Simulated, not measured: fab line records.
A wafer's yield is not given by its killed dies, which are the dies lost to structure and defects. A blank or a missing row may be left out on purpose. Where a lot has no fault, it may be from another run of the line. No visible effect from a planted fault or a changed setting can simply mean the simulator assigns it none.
fab line records | flow n5Finfet | part 1 of 2: steps 1 to 4 of 6
[record] lots = 24 wafers = 72 lastDay = 17
route steps=1938 shown BEOL_M4@1022
lots untouched by any fault: they come from a run of this same line in which no faults occurred
startH: the number of hours between the record's first day and the start of the first shown wafer of the lot | waitH: hours since the lot's step before | " identical to the entry in the row above | L1.1+2: several wafers, shown together as one row | - value missing, or start not given | * or withheld: withheld | < > ~ a bound
route shown NAME@n: NAME is a module with steps in the file, n the number in the route of the first one | usual: mean and standard deviation over wafers with no fault | same: alike in all rows | chamber/n: place in a boat | sites: readings site by site | _std_site: the values' standard deviation | _edge_site: the outer-site mean with the inner-site mean subtracted | radiusMm: how far each site lies from the wafer's centre | mask NAME#n: copy n | behind: tool/chamber where the wafer was last shaped | hold: cause of the lot's hold/its duration in hours/its outcome | device: whichever transistor did not switch (one of n, p or np) | end of line: the same wafers' tests at the end of the route | a step without rows: its recipe alone | killed: dies that structure and defects cost at the first sort, which is not the same as the wafer's yield | map: a wafer's dies, marking killed ones x, the rest . and places with no die _
set.NAME: the setting that was run; set.NAME@STEP: the one run at that earlier step | model.NAME: the simulator's own value behind a step, which no gauge read
one table for each step of the route and one row for each wafer, over a sample of lots
services: when a tool's chamber went out of use (startH, in hours from the record's first day, below 0 if earlier), for how many hours, and the reason
[[steps]]
[step N5_BEOL_M4_THK_MEAS_01]
[recipe] reads = SiOC_of_BEOL_M4_ILD_DEP_00
[usual] M4_ILD_THK = 79.2/0.95
// columns lot.wafer tool chamber startH waitH M4_ILD_THK[nm]
L074.1 filmMetro-02 - 160.66 0.1 77.4
L074.4 " - " " 79.4
L074.5 " - " " 78.5
L075.3 filmMetro-01 - 162.49 0.1 78.2
L075.4 " - " " 80.3
L075.6 " - " " 79.9
L077.4 filmMetro-02 - 166.23 0.0 79.6
L077.5 " - " " 79.2
L077.6 " - " " 78.7
L076.3 filmMetro-02 - 169.41 0.1 78.2
L076.4 " - " " 78.6
L076.6 " - " " 80.7
L078.2 filmMetro-02 - 173.96 0.1 78.3
L078.4 " - " " 80.5
L078.5 " - " " 79.0
L079.2 filmMetro-01 - 180.71 0.1 79.8
L079.3 " - " " 80.1
L079.5 " - " " 80.3
L080.1 filmMetro-02 - 191.29 0.0 78.8
L080.4 " - " " 79.7
L080.6 " - " " 78.5
L081.1 filmMetro-02 - 195.22 0.0 78.2
L081.3 " - " " 77.7
L081.6 " - " " 78.6
L082.2 filmMetro-02 - 201.46 0.1 80.0
L082.3 " - " " 79.8
L082.5 " - " " 80.0
L083.1 filmMetro-02 - 203.94 0.0 77.7
L083.4 " - " " 78.6
L083.5 " - " " 77.9
L084.2 filmMetro-02 - 219.27 0.1 78.5
L084.4 " - " " 79.4
L084.6 " - " " 80.0
L085.2 filmMetro-02 - 223.83 0.1 78.8
L085.3 " - " " 79.7
L085.4 " - " " 80.8
L086.1 filmMetro-01 - 229.19 0.0 78.6
L086.3 " - " " 80.3
L086.5 " - " " 79.7
L088.1 filmMetro-02 - 232.84 0.0 79.7
L088.2 " - " " 78.2
L088.5 " - " " 79.6
L087.2 filmMetro-02 - 236.12 0.1 78.1
L087.4 " - " " 78.6
L087.5 " - " " 80.2
L089.3 filmMetro-01 - 248.44 0.1 78.1
L089.4 " - " " 79.5
L089.5 " - " " 80.9
L090.3 filmMetro-02 - 257.04 0.1 77.9
L090.4 " - " " 79.0
L090.5 " - " " 80.0
L091.1 filmMetro-02 - 261.30 0.0 78.8
L091.2 " - " " 79.1
L091.4 " - " " 79.3
L092.2 filmMetro-02 - 267.39 0.1 78.8
L092.4 " - " " 80.0
L092.5 " - " " 80.8
L093.1 filmMetro-02 - 268.62 0.0 79.9
L093.4 " - " " 80.8
L093.5 " - " " 79.9
L094.1 filmMetro-02 - 276.60 0.0 78.5
L094.2 " - " " 78.2
L094.3 " - " " 77.8
L096.3 filmMetro-02 - 288.71 0.1 79.0
L096.4 " - " " 81.0
L096.5 " - " " 80.4
L095.2 filmMetro-01 - 292.55 0.1 78.8
L095.4 " - " " 78.6
L095.6 " - " " 78.2
L097.4 filmMetro-01 - 301.15 0.0 80.6
L097.5 " - " " 80.3
L097.6 " - " " 79.8
[step N5_BEOL_M4_CD_MEAS_11]
[recipe] targetCdNm = 16.79 landingEnergyEv = 500 detector = seInlens polarity = opening
[usual] cdNm = 16.79/0.22
// columns lot.wafer tool chamber startH waitH cdNm
L074.1 cdSem-01 0 162.60 - 16.95
L074.4 " 0 " " 16.82
L074.5 " 0 " " 16.80
L075.3 cdSem-02 0 165.66 - 17.02
L075.4 " 0 " " 16.88
L075.6 " 0 " " 16.94
L077.4 cdSem-02 0 169.16 - 16.78
L077.5 " 0 " " 16.87
L077.6 " 0 " " 16.71
L076.3 cdSem-02 0 170.54 - 16.87
L076.4 " 0 " " 16.96
L076.6 " 0 " " 16.76
L078.2 cdSem-02 0 175.90 - 17.03
L078.4 " 0 " " 16.55
L078.5 " 0 " " 16.78
L079.2 cdSem-02 0 182.26 - 16.13
L079.3 " 0 " " 16.21
L079.5 " 0 " " 16.50
L080.1 cdSem-02 0 192.15 - 16.95
L080.4 " 0 " " 16.70
L080.6 " 0 " " 16.86
L081.1 cdSem-03 0 196.21 - 16.94
L081.3 " 0 " " 16.88
L081.6 " 0 " " 16.97
L082.2 cdSem-02 0 202.92 - 16.96
L082.3 " 0 " " 16.59
L082.5 " 0 " " 16.88
L083.1 cdSem-01 0 205.62 - 16.51
L083.4 " 0 " " 16.67
L083.5 " 0 " " 16.84
L084.2 cdSem-01 0 220.41 - 16.81
L084.4 " 0 " " 16.82
L084.6 " 0 " " 16.81
L085.2 cdSem-02 0 225.18 - 16.82
L085.3 " 0 " " 17.03
L085.4 " 0 " " 16.64
L086.1 cdSem-03 0 229.84 - 17.04
L086.3 " 0 " " 16.74
L086.5 " 0 " " 16.83
L088.1 cdSem-02 0 233.35 - 16.57
L088.2 " 0 " " 16.77
L088.5 " 0 " " 16.90
L087.2 cdSem-03 0 236.77 - 17.23
L087.4 " 0 " " 16.81
L087.5 " 0 " " 16.72
L089.3 cdSem-01 0 250.70 - 16.88
L089.4 " 0 " " 16.82
L089.5 " 0 " " 16.97
L090.3 cdSem-03 0 258.04 - 17.10
L090.4 " 0 " " 16.75
L090.5 " 0 " " 16.78
L091.1 cdSem-02 0 262.77 - 16.91
L091.2 " 0 " " 16.64
L091.4 " 0 " " 16.74
L092.2 cdSem-03 0 268.24 - 16.46
L092.4 " 0 " " 16.66
L092.5 " 0 " " 16.68
L093.1 cdSem-02 0 269.99 - 16.53
L093.4 " 0 " " 17.18
L093.5 " 0 " " 16.89
L094.1 cdSem-01 0 277.23 - 17.12
L094.2 " 0 " " 16.85
L094.3 " 0 " " 17.18
L096.3 cdSem-01 0 293.72 - 16.75
L096.4 " 0 " " 16.94
L096.5 " 0 " " 16.85
L095.2 cdSem-03 0 293.76 - 17.01
L095.4 " 0 " " 16.72
L095.6 " 0 " " 16.82
L097.4 cdSem-01 0 302.09 - 16.71
L097.5 " 0 " " 16.68
L097.6 " 0 " " 17.04
[step N5_BEOL_M4_OVL_MEAS_12]
[recipe] pointsPerWafer = 522
[usual] M4_OVL = -0.5/0.66
// columns lot.wafer tool chamber startH waitH M4_OVL[nm]
L074.1 overlay-01 0 162.63 0.0 -0.3
L074.4 " 0 " " -0.2
L074.5 " 0 " " 0.0
L075.3 overlay-01 0 165.70 0.0 -1.2
L075.4 " 0 " " -1.3
L075.6 " 0 " " -0.9
L077.4 overlay-02 0 169.20 0.0 -1.1
L077.5 " 0 " " -1.5
L077.6 " 0 " " -0.5
L076.3 overlay-01 0 170.58 0.0 -0.2
L076.4 " 0 " " -0.5
L076.6 " 0 " " -1.2
L078.2 overlay-02 0 175.94 0.0 -0.9
L078.4 " 0 " " -0.2
L078.5 " 0 " " -0.8
L079.2 overlay-01 0 182.30 0.0 -1.3
L079.3 " 0 " " -1.5
L079.5 " 0 " " -1.0
L080.1 overlay-01 0 192.19 0.0 -0.6
L080.4 " 0 " " -1.8
L080.6 " 0 " " -0.9
L081.1 overlay-01 0 196.25 0.0 -0.7
L081.3 " 0 " " -0.8
L081.6 " 0 " " -1.8
L082.2 overlay-02 0 202.96 0.0 -0.1
L082.3 " 0 " " -0.7
L082.5 " 0 " " 0.3
L083.1 overlay-02 0 205.65 0.0 -0.1
L083.4 " 0 " " 0.0
L083.5 " 0 " " -0.9
L084.2 overlay-02 0 220.44 0.0 0.7
L084.4 " 0 " " -0.3
L084.6 " 0 " " 0.3
L085.2 overlay-01 0 225.22 0.0 -0.8
L085.3 " 0 " " -0.8
L085.4 " 0 " " -1.0
L086.1 overlay-02 0 229.87 0.0 0.8
L086.3 " 0 " " -0.2
L086.5 " 0 " " 0.1
L088.1 overlay-01 0 233.38 0.0 -0.7
L088.2 " 0 " " 0.1
L088.5 " 0 " " -0.3
L087.2 overlay-01 0 236.81 0.0 -1.2
L087.4 " 0 " " -1.8
L087.5 " 0 " " -1.3
L089.3 overlay-02 0 250.74 0.0 -0.3
L089.4 " 0 " " -0.5
L089.5 " 0 " " 0.1
L090.3 overlay-02 0 258.08 0.0 -0.6
L090.4 " 0 " " 0.0
L090.5 " 0 " " -0.1
L091.1 overlay-02 0 262.80 0.0 -0.9
L091.2 " 0 " " -0.7
L091.4 " 0 " " -0.8
L092.2 overlay-02 0 268.27 0.0 0.5
L092.4 " 0 " " 0.2
L092.5 " 0 " " 0.8
L093.1 overlay-01 0 270.02 0.0 -0.5
L093.4 " 0 " " 0.4
L093.5 " 0 " " 0.1
L094.1 overlay-01 0 277.26 0.0 -0.6
L094.2 " 0 " " 0.1
L094.3 " 0 " " -0.5
L096.3 overlay-01 0 293.76 0.0 0.2
L096.4 " 0 " " 0.5
L096.5 " 0 " " 0.4
L095.2 overlay-02 0 293.80 0.0 -1.2
L095.4 " 0 " " -0.1
L095.6 " 0 " " -0.9
L097.4 overlay-01 0 302.13 0.0 0.2
L097.5 " 0 " " 0.3
L097.6 " 0 " " 0.2
[step N5_BEOL_M4_DESCUM_16]
[recipe] chemistry = O2 timeS = 7 sourcePowerW = 50 biasPowerW = 20 pressureMtorr = 20 rfFrequencyHz = 2.712e+07 tempC = 40 resist = CAR-EUV o2FlowSccm = 225
[usual] drypumpMotorCurrentA = 5.7/0.45 oesProductAu = 0.81/0.072 rfVppV = 243.1/1.3 showerheadPlenumPTorr = 2.09/0.077 throttleValvePct = 20.38/0.21
// columns lot.wafer tool chamber startH waitH drypumpMotorCurrentA oesProductAu rfHoursCounterH rfVppV showerheadPlenumPTorr throttleValvePct
L074.1 rieDiel-02 1 163.22 0.5 5.9 0.71 184 240.1 1.99 20.43
L074.4 " 0 " " 6.8 0.68 234 241.0 1.98 20.21
L074.5 " 1 " " 5.9 0.71 - 240.9 1.99 20.46
L075.3 rieDiel-04 1 165.78 0.0 5.9 0.83 75 242.8 2.04 20.57
L075.4 " 3 " " 5.0 0.86 57 242.6 2.13 20.44
L075.6 " 0 " " 5.0 0.72 - 242.2 1.98 20.49
L077.4 rieDiel-04 1 169.30 0.0 5.8 0.83 - 241.9 2.04 20.59
L077.5 " 3 " " 5.0 0.85 - 242.3 2.13 20.46
L077.6 " 2 " " 6.0 0.90 - 242.9 2.13 20.03
L076.3 rieDiel-05 0 170.67 0.0 5.7 0.77 121 243.7 2.18 20.42
L076.4 " 3 " " 5.6 0.89 - 244.0 2.04 20.54
L076.6 " 0 " " 5.7 0.78 - 244.9 2.18 20.43
L078.2 rieDiel-05 1 177.05 1.1 6.0 0.83 65 245.1 2.13 20.03
L078.4 " 0 " " 5.7 0.78 - 244.0 2.18 20.43
L078.5 " 3 " " 5.6 0.88 - 242.7 2.04 20.57
L079.2 rieDiel-02 0 182.38 0.0 6.8 0.68 242 241.4 1.98 20.21
L079.3 " 2 " " 5.6 0.90 42 246.0 2.22 20.47
L079.5 " 3 " " 5.3 0.82 - 244.3 2.13 20.35
L080.1 rieDiel-04 1 192.42 0.2 5.8 0.82 84 242.1 2.04 20.59
L080.4 " 3 " " 5.0 0.83 67 243.1 2.12 20.48
L080.6 " 0 " " 5.0 0.71 - 240.5 1.98 20.50
L081.1 rieDiel-05 3 196.55 0.2 5.6 0.88 36 242.2 2.04 20.56
L081.3 " 2 " " 5.8 0.96 4 243.0 2.06 20.20
L081.6 " 3 " " 5.6 0.87 - 240.8 2.04 20.58
L082.2 rieDiel-04 2 203.04 0.0 6.0 0.88 52 243.2 2.12 20.03
L082.3 " 3 " " 5.0 0.83 72 242.9 2.12 20.46
L082.5 " 1 " " 5.9 0.80 - 242.0 2.04 20.59
L083.1 rieDiel-04 1 205.74 0.0 5.9 0.81 86 241.5 2.04 20.59
L083.4 " 3 " " 5.0 0.83 72 243.2 2.12 20.45
L083.5 " 0 " " 5.0 0.71 - 241.5 1.98 20.51
L084.2 rieDiel-04 2 220.62 0.1 6.0 0.88 58 243.6 2.12 20.04
L084.4 " 0 " " 5.0 0.70 233 241.3 1.98 20.50
L084.6 " 2 " " 6.0 0.87 - 242.6 2.12 20.05
L085.2 rieDiel-04 0 225.30 0.0 5.1 0.70 234 241.2 1.98 20.52
L085.3 " 2 " " 6.0 0.86 60 242.9 2.12 20.06
L085.4 " 3 " " 5.0 0.83 79 244.0 2.12 20.50
L086.1 rieDiel-05 1 229.96 0.0 5.9 0.81 85 243.6 2.12 20.05
L086.3 " 2 " " 5.8 0.91 17 242.3 2.06 20.21
L086.5 " 1 " " 5.9 0.82 - 244.0 2.12 20.06
L088.1 rieDiel-02 3 233.47 0.0 5.3 0.80 93 243.1 2.12 20.39
L088.2 " 1 " " 5.9 0.70 212 241.7 1.98 20.51
L088.5 " 2 " " 5.6 0.88 - 243.6 2.21 20.51
L087.2 rieDiel-05 2 237.06 0.2 5.8 0.91 19 243.6 2.06 20.21
L087.4 " 0 " " 5.7 0.76 148 245.2 2.17 20.47
L087.5 " 2 " " 5.8 0.91 - 242.7 2.06 20.20
L089.3 rieDiel-04 1 251.02 0.2 5.8 0.80 104 242.6 2.03 20.62
L089.4 " 0 " " 5.0 0.70 - 241.9 1.98 20.52
L089.5 " 3 " " 5.0 0.82 - 242.4 2.12 20.49
L090.3 rieDiel-02 3 258.18 0.0 5.3 0.79 103 242.8 2.12 20.39
L090.4 " 2 " " 5.6 0.86 72 244.2 2.21 20.52
L090.5 " 1 " " 5.9 0.69 - 242.1 1.98 20.51
L091.1 rieDiel-04 2 262.90 0.0 6.0 0.86 72 243.8 2.11 20.07
L091.2 " 1 " " 5.9 0.79 107 242.1 2.03 20.64
L091.4 " 3 " " 5.0 0.81 89 243.7 2.12 20.50
L092.2 rieDiel-02 3 268.50 0.2 5.3 0.79 107 244.0 2.12 20.42
L092.4 " 1 " " 6.0 0.69 226 242.1 1.98 20.51
L092.5 " 0 " " 6.8 0.92 - 245.0 2.24 19.92
L093.1 rieDiel-05 1 270.11 0.0 5.9 0.79 99 244.7 2.11 20.08
L093.4 " 3 " " 5.7 0.83 63 243.1 2.03 20.61
L093.5 " 1 " " 5.9 0.80 - 242.8 2.11 20.09
L094.1 rieDiel-05 3 277.36 0.0 5.7 0.82 66 242.2 2.03 20.63
L094.2 " 0 " " 5.8 0.74 162 243.5 2.16 20.47
L094.3 " 2 " " 5.8 0.88 34 242.4 2.05 20.22
L096.3 rieDiel-02 0 293.84 0.0 6.8 0.90 22 244.7 2.23 19.94
L096.4 " 2 " " 5.6 0.84 83 245.3 2.20 20.53
L096.5 " 2 " " 5.6 0.84 - 244.2 2.20 20.54
L095.2 rieDiel-04 0 293.88 0.0 5.0 0.98 1 245.1 2.24 20.16
L095.4 " 1 " " 5.9 0.77 120 241.9 2.03 20.66
L095.6 " 0 " " 5.0 0.99 - 244.1 2.24 20.15
L097.4 rieDiel-02 3 302.22 0.0 5.3 0.78 119 242.6 2.11 20.43
L097.5 " 2 " " 5.6 0.85 - 244.1 2.20 20.55
L097.6 " 1 " " 5.9 0.68 - 241.5 1.97 20.50
